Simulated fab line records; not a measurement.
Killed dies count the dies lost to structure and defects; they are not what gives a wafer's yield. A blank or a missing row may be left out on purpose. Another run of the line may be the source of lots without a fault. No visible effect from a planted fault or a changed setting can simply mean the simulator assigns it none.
Matching of chambers + flow n5 finfet + cvd co-01 running N5_BEOL_M0_PRE_CLEAN_131: 3 sister chambers
The step time 15 s. 6 wafers are shown with their chamber, then 12 later ones without.

## WAFERS, EACH WITH ITS CHAMBER
| wafer  | chamber | heater power w (W) | rf fwd power W (W) |
|--------|---------|--------------------|--------------------|
| L085.6 | 0       | 84                 | 297.3              |
| L087.4 | 1       | 110                | 297.3              |
| L090.6 | 0       | 83                 | 296.9              |
| L091.1 | 2       | 91                 | 297.0              |
| L091.4 | 1       | 112                | 297.6              |
| L091.5 | 2       | 89                 | 296.8              |

## WAFERS MISSING THEIR CHAMBER
| wafer  | heater power w (W) | rf fwd power W (W) |
|--------|--------------------|--------------------|
| L092.1 | 91                 | 295.5              |
| L092.3 | 84                 | 296.4              |
| L092.6 | 82                 | 297.4              |
| L094.1 | 85                 | 295.2              |
| L094.2 | 115                | 298.0              |
| L094.6 | 84                 | 295.6              |
| L096.1 | 113                | 298.3              |
| L096.2 | 91                 | 296.5              |
| L096.6 | 84                 | 295.8              |
| L097.1 | 83                 | 296.0              |
| L097.3 | 114                | 297.5              |
| L097.5 | 114                | 297.3              |

## WHICH CHAMBER EACH ONE RAN IN
| wafer  | from the rows above     | in truth |
|--------|-------------------------|----------|
| L092.1 | 2                       | 2        |
| L092.3 | 0                       | 0        |
| L092.6 | 0                       | 0        |
| L094.1 | can't be placed: 0 or 2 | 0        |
| L094.2 | 1                       | 1        |
| L094.6 | can't be placed: 0 or 2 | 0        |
| L096.1 | 1                       | 1        |
| L096.2 | 2                       | 2        |
| L096.6 | can't be placed: 0 or 2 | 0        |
| L097.1 | 0                       | 0        |
| L097.3 | 1                       | 1        |
| L097.5 | 1                       | 1        |
Correct placement for 9 of the 12. From these rows, 3 cannot be placed; in 3 the true chamber is one of the candidates. 0 placed wrongly.
How it was worked out, from the rows above alone: a wafer's distance from a chamber is the root of the sum, over the readings, of the square of ((its reading less the chamber's mean) divided by the reading's scatter). If the next closest chamber is less than 2 further off than the closest, the wafer can't be placed; otherwise it belongs to the closest. A chamber's mean is the mean of its shown wafers. The scatter: take each reading less its chamber's mean, square it, sum over the shown wafers, divide by the number of wafers less the number of chambers, and take the root.
